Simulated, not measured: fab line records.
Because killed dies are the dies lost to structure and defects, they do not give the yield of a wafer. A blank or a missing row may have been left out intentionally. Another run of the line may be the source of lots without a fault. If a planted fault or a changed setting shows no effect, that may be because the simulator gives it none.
Chamber matching ; flow nandHarc ; NHARC_A_STAIRCASE_ETCH_169 on rieDiel-10: 4 sister chambers
The step etches the open film in CH3F/O2, target depth 50 nm, time 107.1 s. 22 wafers are shown with their chamber, then 11 later ones without.

WAFERS PAIRED WITH THEIR CHAMBERS
wafer;chamber;drypumpMotorCurrentA (A);showerheadPlenumPTorr (Torr);rfVppV (V)
L074.1;3;5.0;2.66;247.6
L074.3;1;5.7;2.50;245.1
L074.6;1;5.8;2.50;245.0
L075.2;0;6.1;2.44;243.7
L075.3;2;6.6;2.65;247.5
L075.5;3;5.0;2.65;246.4
L076.1;0;6.1;2.44;244.1
L076.2;2;6.6;2.65;247.5
L076.3;3;5.0;2.65;247.1
L076.4;1;5.8;2.50;244.3
L076.5;3;5.0;2.65;245.6
L076.6;2;6.6;2.65;246.0
L083.1;1;5.8;2.49;245.1
L083.3;2;6.6;2.64;248.1
L083.6;1;5.7;2.49;245.7
L084.3;1;5.7;2.49;244.5
L084.4;2;6.6;2.64;245.9
L084.6;0;6.0;2.43;244.0
L088.2;3;5.0;2.64;247.4
L088.4;1;5.8;2.49;245.0
L088.5;0;6.0;2.43;244.7
L089.1;0;6.1;2.42;243.4

SIGNATURES (means of the wafers above)
reading;chamber 0;chamber 1;chamber 2;chamber 3;scatter within a chamber
drypumpMotorCurrentA;6.060;5.757;6.600;5.000;0.0402
showerheadPlenumPTorr;2.4320;2.4943;2.6460;2.6500;0.00655
rfVppV;243.980;244.957;247.000;246.820;0.699
Rule: for each reading, subtract the chamber's mean from the wafer's reading, divide by that reading's scatter and square the result; add these up over the readings and take the root, which gives the wafer's distance from the chamber. If the next closest chamber is less than 2 further off than the closest, the wafer can't be placed; otherwise it belongs to the closest. The scatter: take each reading less its chamber's mean, square it, sum over the shown wafers, divide by the number of wafers less the number of chambers, and take the root.

WAFERS WITH NO CHAMBER GIVEN
wafer;drypumpMotorCurrentA (A);showerheadPlenumPTorr (Torr);rfVppV (V)
L089.3;5.0;2.63;247.8
L089.6;6.0;2.42;243.6
L090.2;5.7;2.48;243.3
L090.5;6.6;2.64;247.4
L090.6;5.7;2.48;244.7
L093.1;6.6;2.63;247.2
L093.5;5.8;2.48;243.8
L093.6;6.6;2.63;245.9
L096.2;6.1;2.42;244.5
L096.5;5.0;2.63;245.7
L096.6;6.1;2.42;243.9

WHICH CHAMBER EACH ONE RAN IN
wafer;from the rows above;in truth
L089.3;3;3
L089.6;0;0
L090.2;1;1
L090.5;2;2
L090.6;1;1
L093.1;2;2
L093.5;1;1
L093.6;2;2
L096.2;0;0
L096.5;3;3
L096.6;0;0
Correct placement for 11 of the 11. Left unplaced by these rows: 0. Number placed wrongly: 0.
